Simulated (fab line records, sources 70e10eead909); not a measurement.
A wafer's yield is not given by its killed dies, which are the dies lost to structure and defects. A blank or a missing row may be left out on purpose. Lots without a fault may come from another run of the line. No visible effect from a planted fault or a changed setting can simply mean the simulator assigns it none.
fab line records ; flow nand-harc ; part 2 of 2: steps 17 to 22 of 22
[record] lots = 5; wafers = 15; last-day = 31
route steps=1302 shown A_STAIRCASE@661
lots untouched by any fault: they come from a run of this same line in which no faults occurred
start-h: hours from the record's first day to the start of the lot's first wafer shown ; wait-h: time in hours since the lot's previous step ; " the same as in the row above ; L1.1+2: a single row standing in for several wafers ; - no value present, or no start provided ; * or withheld: withheld ; < > ~ a bound
route shown NAME@n: NAME is a module with steps in the file, n the number in the route of the first one ; usual: average and standard deviation across the fault-free wafers ; same: alike in all rows ; chamber/n: place in a boat ; sites: the reading at each site ; _std_site: standard deviation across them ; _edge_site: outer sites' mean less inner sites' ; radius-mm: for every site, how far away it sits from the centre of the wafer ; mask NAME#n: copy n ; behind: the most recent tool/chamber to have shaped the wafer ; hold: the reason the lot was held/the length of the hold in hours/how it ended ; device: whichever transistor did not switch (one of n, p or np) ; end of line: the tests these same wafers got at the end of their route ; step lacking rows: just its recipe ; killed: dies lost to structure and defects at the first sort, not the wafer's yield ; map: a wafer's dies, x killed, . not, _ none there
set.NAME: the setting as run; set.NAME@STEP: as run at that earlier step ; model.NAME: the simulator's own value behind a step, which no gauge read
lots seen at some steps along the route; tables by step, rows by wafer
services: the hour from which a tool's chamber was out of use, counted from the record's first day as start-h (under 0 if before that day), plus the number of hours and why
[[steps]]
[step NHARC_A_STAIRCASE_TRIM_22]
[recipe] time-s = 211.2; o2-flow-sccm = 500; ar-flow-sccm = 0; bias-w = 0; chemistry = O2
[usual] chamber-pressure-mTorr = 60.00/0.053; drypump-motor-current-A = 5.8/0.47; oes-product-au = 1.001/0.0098; rf-vpp-V = 57.8/0.78; showerhead-plenum-p-Torr = 3.49/0.09; throttle-valve-pct = 17.037/0.0095
lot.wafer;tool;chamber;start-h;wait-h;chamber-pressure-mTorr;drypump-motor-current-A;oes-product-au;rf-hours-counter-h;rf-vpp-V;showerhead-plenum-p-Torr;throttle-valve-pct
L075.3;rie-diel-12;3;-;-;60.00;6.0;0.991;27;56.5;3.58;17.044
L075.2;rie-diel-12;0;-;-;60.00;6.1;0.997;27;57.8;3.45;17.048
L075.6;rie-diel-12;3;-;-;60.03;6.0;0.994;-;58.0;3.58;17.037
L078.1;rie-diel-06;1;-;-;59.95;6.0;1.011;22;57.2;3.35;17.030
L078.5;rie-diel-06;1;-;-;59.97;6.0;1.017;-;57.7;3.35;17.030
L078.6;rie-diel-06;2;-;-;59.97;4.6;1.011;-;57.3;3.58;17.027
L076.4;rie-diel-12;3;-;-;59.98;6.0;0.989;34;59.3;3.58;17.031
L076.2;rie-diel-12;1;-;-;59.99;5.9;0.998;35;57.3;3.51;17.027
L076.6;rie-diel-12;2;-;-;59.92;5.8;1.002;-;57.8;3.53;17.027
L083.1;rie-diel-06;3;-;-;59.99;5.3;1.001;43;56.7;3.47;17.038
L083.5;rie-diel-06;3;-;-;60.06;5.3;1.016;-;55.7;3.47;17.035
L083.6;rie-diel-06;0;-;-;60.03;6.4;1.009;-;58.0;3.58;17.028
L093.3;rie-diel-12;3;-;-;59.95;6.0;1.003;26;58.4;3.55;17.053
L093.2;rie-diel-12;0;-;-;60.06;6.1;1.003;27;58.5;3.42;17.041
L093.6;rie-diel-12;3;-;-;60.08;6.0;1.000;-;57.8;3.55;17.042
[step NHARC_A_STAIRCASE_ETCH_23]
[recipe] target-depth-a = 1000; time-s = 40.5; ion-energy-ev = 400; c4f8-flow-sccm = 20; o2-flow-sccm = 10; ar-flow-sccm = withheld; rf-w = 600; bias-w = 1000; chemistry = C4F8/O2
[usual] chamber-pressure-mTorr = 24.997/0.028; oes-product-au = 0.946/0.015; rf-vpp-V = 895/3.4
lot.wafer;tool;chamber;start-h;wait-h;chamber-pressure-mTorr;oes-product-au;rf-hours-counter-h;rf-vpp-V
L075.2;rie-diel-12;3;-;-;24.975;0.946;28;898
L075.3;rie-diel-12;0;-;-;25.000;0.934;27;893
L075.6;rie-diel-12;1;-;-;25.017;0.964;-;896
L078.1;rie-diel-06;3;-;-;24.999;0.955;25;893
L078.5;rie-diel-06;2;-;-;24.795;0.960;-;899
L078.6;rie-diel-06;1;-;-;24.994;0.962;-;891
L076.2;rie-diel-12;0;-;-;25.010;0.948;35;893
L076.4;rie-diel-12;2;-;-;25.016;0.940;34;895
L076.6;rie-diel-12;0;-;-;24.995;0.950;-;893
L083.1;rie-diel-06;3;-;-;24.975;0.954;43;893
L083.5;rie-diel-06;3;-;-;25.006;0.950;-;894
L083.6;rie-diel-06;0;-;-;24.997;0.947;-;897
L093.2;rie-diel-12;1;-;-;25.013;0.932;25;895
L093.3;rie-diel-12;0;-;-;24.978;0.953;27;892
L093.6;rie-diel-12;1;-;-;24.987;0.945;-;895
[step NHARC_A_STAIRCASE_TRIM_24]
[recipe] time-s = 211.2; o2-flow-sccm = 500; ar-flow-sccm = 0; bias-w = 0; chemistry = O2
[usual] chamber-pressure-mTorr = 59.99/0.056; drypump-motor-current-A = 5.8/0.46; oes-product-au = 1.001/0.0089; rf-vpp-V = 57.8/0.94; showerhead-plenum-p-Torr = 3.49/0.091; throttle-valve-pct = 17.038/0.0085
lot.wafer;tool;chamber;start-h;wait-h;chamber-pressure-mTorr;drypump-motor-current-A;oes-product-au;rf-hours-counter-h;rf-vpp-V;showerhead-plenum-p-Torr;throttle-valve-pct
L075.2;rie-diel-12;3;-;-;59.99;6.0;0.996;28;57.5;3.58;17.035
L075.3;rie-diel-12;0;-;-;60.03;6.1;0.995;27;58.2;3.45;17.026
L075.6;rie-diel-12;2;-;-;59.94;5.8;1.007;-;56.6;3.54;17.025
L078.1;rie-diel-06;1;-;-;59.92;6.0;1.009;22;58.3;3.35;17.029
L078.5;rie-diel-06;2;-;-;59.94;4.6;1.007;-;58.1;3.58;17.035
L078.6;rie-diel-06;1;-;-;60.06;6.0;1.012;-;56.1;3.35;17.047
L076.4;rie-diel-12;3;-;-;59.94;6.0;0.999;34;58.9;3.58;17.041
L076.2;rie-diel-12;2;-;-;60.09;5.8;1.004;34;58.2;3.53;17.031
L076.6;rie-diel-12;0;-;-;59.91;6.1;0.992;-;57.9;3.44;17.037
L083.1;rie-diel-06;0;-;-;59.99;6.4;1.011;20;59.1;3.58;17.061
L083.5;rie-diel-06;0;-;-;60.02;6.4;1.010;-;57.7;3.58;17.043
L083.6;rie-diel-06;1;-;-;59.96;6.0;1.017;-;57.6;3.34;17.046
L093.3;rie-diel-12;0;-;-;59.92;6.1;1.000;27;56.7;3.42;17.024
L093.2;rie-diel-12;1;-;-;59.97;5.9;1.003;25;57.4;3.48;17.039
L093.6;rie-diel-12;0;-;-;59.96;6.1;1.007;-;57.9;3.42;17.038
[step NHARC_A_STAIRCASE_ETCH_25]
[recipe] target-depth-a = 1000; time-s = 40.5; ion-energy-ev = 400; c4f8-flow-sccm = 20; o2-flow-sccm = 10; ar-flow-sccm = withheld; rf-w = 600; bias-w = 1000; chemistry = C4F8/O2
[usual] chamber-pressure-mTorr = 24.998/0.025; oes-product-au = 0.945/0.011; rf-vpp-V = 894/3.5
lot.wafer;tool;chamber;start-h;wait-h;chamber-pressure-mTorr;oes-product-au;rf-hours-counter-h;rf-vpp-V
L075.2;rie-diel-12;0;-;-;24.999;0.940;27;893
L075.3;rie-diel-12;1;-;-;24.977;0.942;27;895
L075.6;rie-diel-12;3;-;-;25.019;0.938;-;898
L078.1;rie-diel-06;1;-;-;24.996;0.954;22;890
L078.5;rie-diel-06;3;-;-;24.972;0.932;-;894
L078.6;rie-diel-06;1;-;-;25.020;0.955;-;889
L076.4;rie-diel-12;2;-;-;25.021;0.930;34;895
L076.2;rie-diel-12;3;-;-;24.979;0.931;34;898
L076.6;rie-diel-12;0;-;-;24.972;0.932;-;892
L083.1;rie-diel-06;2;-;-;24.996;0.954;39;898
L083.6;rie-diel-06;1;-;-;25.025;0.943;-;888
L083.5;rie-diel-06;2;-;-;24.996;0.959;-;898
L093.2;rie-diel-12;1;-;-;25.007;0.955;25;894
L093.3;rie-diel-12;3;-;-;24.966;0.939;26;896
L093.6;rie-diel-12;0;-;-;24.977;0.936;-;891
[step NHARC_A_STAIRCASE_TRIM_26]
[recipe] time-s = 211.2; o2-flow-sccm = 500; ar-flow-sccm = 0; bias-w = 0; chemistry = O2
[usual] chamber-pressure-mTorr = 60.00/0.055; drypump-motor-current-A = 5.8/0.46; oes-product-au = 1.001/0.0088; rf-vpp-V = 57.7/0.87; showerhead-plenum-p-Torr = 3.49/0.088; throttle-valve-pct = 17.036/0.0098
lot.wafer;tool;chamber;start-h;wait-h;chamber-pressure-mTorr;drypump-motor-current-A;oes-product-au;rf-hours-counter-h;rf-vpp-V;showerhead-plenum-p-Torr;throttle-valve-pct
L075.2;rie-diel-12;0;-;-;59.95;6.1;0.998;27;59.0;3.45;17.048
L075.3;rie-diel-12;1;-;-;60.04;5.9;0.993;27;57.9;3.51;17.023
L075.6;rie-diel-12;2;-;-;60.01;5.8;0.994;-;57.3;3.54;17.050
L078.1;rie-diel-06;3;-;-;60.00;5.3;0.993;25;57.9;3.48;17.054
L078.6;rie-diel-06;3;-;-;59.97;5.3;0.988;-;57.9;3.48;17.036
L078.5;rie-diel-06;2;-;-;59.95;4.6;1.006;-;59.0;3.58;17.033
L076.2;rie-diel-12;0;-;-;60.05;6.1;0.994;36;56.9;3.44;17.044
L076.4;rie-diel-12;3;-;-;59.96;6.0;0.992;34;59.2;3.58;17.033
L076.6;rie-diel-12;1;-;-;60.02;5.9;0.991;-;57.3;3.51;17.052
L083.1;rie-diel-06;1;-;-;59.99;6.0;1.010;47;58.2;3.34;17.035
L083.5;rie-diel-06;3;-;-;59.99;5.3;0.998;-;57.8;3.47;17.032
L083.6;rie-diel-06;0;-;-;59.97;6.4;1.001;-;58.8;3.58;17.042
L093.2;rie-diel-12;0;-;-;59.98;6.1;1.007;27;58.0;3.42;17.028
L093.3;rie-diel-12;1;-;-;59.95;5.9;1.005;25;56.7;3.48;17.025
L093.6;rie-diel-12;3;-;-;59.97;6.0;1.002;-;56.6;3.55;17.029
[step NHARC_A_STAIRCASE_ETCH_27]
[recipe] target-depth-a = 1000; time-s = 40.5; ion-energy-ev = 400; c4f8-flow-sccm = 20; o2-flow-sccm = 10; ar-flow-sccm = withheld; rf-w = 600; bias-w = 1000; chemistry = C4F8/O2
[usual] chamber-pressure-mTorr = 25.003/0.026; oes-product-au = 0.945/0.011; rf-vpp-V = 895/3.3
lot.wafer;tool;chamber;start-h;wait-h;chamber-pressure-mTorr;oes-product-au;rf-hours-counter-h;rf-vpp-V
L075.2;rie-diel-12;3;-;-;25.065;0.943;28;899
L075.3;rie-diel-12;2;-;-;24.984;0.951;28;895
L075.6;rie-diel-12;0;-;-;25.010;0.937;-;894
L078.1;rie-diel-06;2;-;-;24.999;0.952;24;899
L078.6;rie-diel-06;3;-;-;25.027;0.936;-;893
L078.5;rie-diel-06;2;-;-;24.968;0.940;-;899
L076.2;rie-diel-12;2;-;-;24.986;0.931;34;896
L076.4;rie-diel-12;3;-;-;24.950;0.940;34;897
L076.6;rie-diel-12;3;-;-;25.043;0.946;-;897
L083.1;rie-diel-06;0;-;-;24.990;0.940;20;898
L083.5;rie-diel-06;3;-;-;24.992;0.943;-;894
L083.6;rie-diel-06;0;-;-;25.014;0.935;-;899
L093.3;rie-diel-12;3;-;-;25.020;0.939;27;895
L093.2;rie-diel-12;0;-;-;25.038;0.962;28;892
L093.6;rie-diel-12;3;-;-;25.013;0.936;-;896
[[services]]
tool;chamber;start-h;hours;kind
rie-diel-12;0;353.02;-;clean
rie-diel-12;1;353.02;-;clean
rie-diel-12;2;353.02;-;clean
krf-scanner-04;-;354.00;4.0;pm
krf-scanner-01;-;357.23;1.0;repair
rie-diel-06;0;382.08;59.9;repair
rie-diel-06;2;392.11;8.8;repair
krf-scanner-03;-;393.52;3.0;repair
rie-diel-10;2;393.98;2.7;repair
krf-scanner-03;-;396.52;4.0;pm
litho-track-02;-;402.00;7.0;pm
rie-diel-10;-;419.65;9.0;pm
litho-track-07;-;426.00;7.0;pm
rie-diel-06;3;426.35;13.7;repair
krf-scanner-01;-;445.72;16.7;repair
rie-diel-12;-;446.86;9.0;pm
krf-scanner-03;-;447.60;2.3;repair
litho-track-03;-;450.00;7.0;pm
rie-diel-06;0;474.62;15.1;repair
krf-scanner-01;-;475.74;0.4;repair
rie-diel-06;-;486.56;9.0;pm
krf-scanner-03;-;488.70;0.4;repair
krf-scanner-01;-;493.35;4.0;pm
krf-scanner-04;-;526.00;4.0;pm
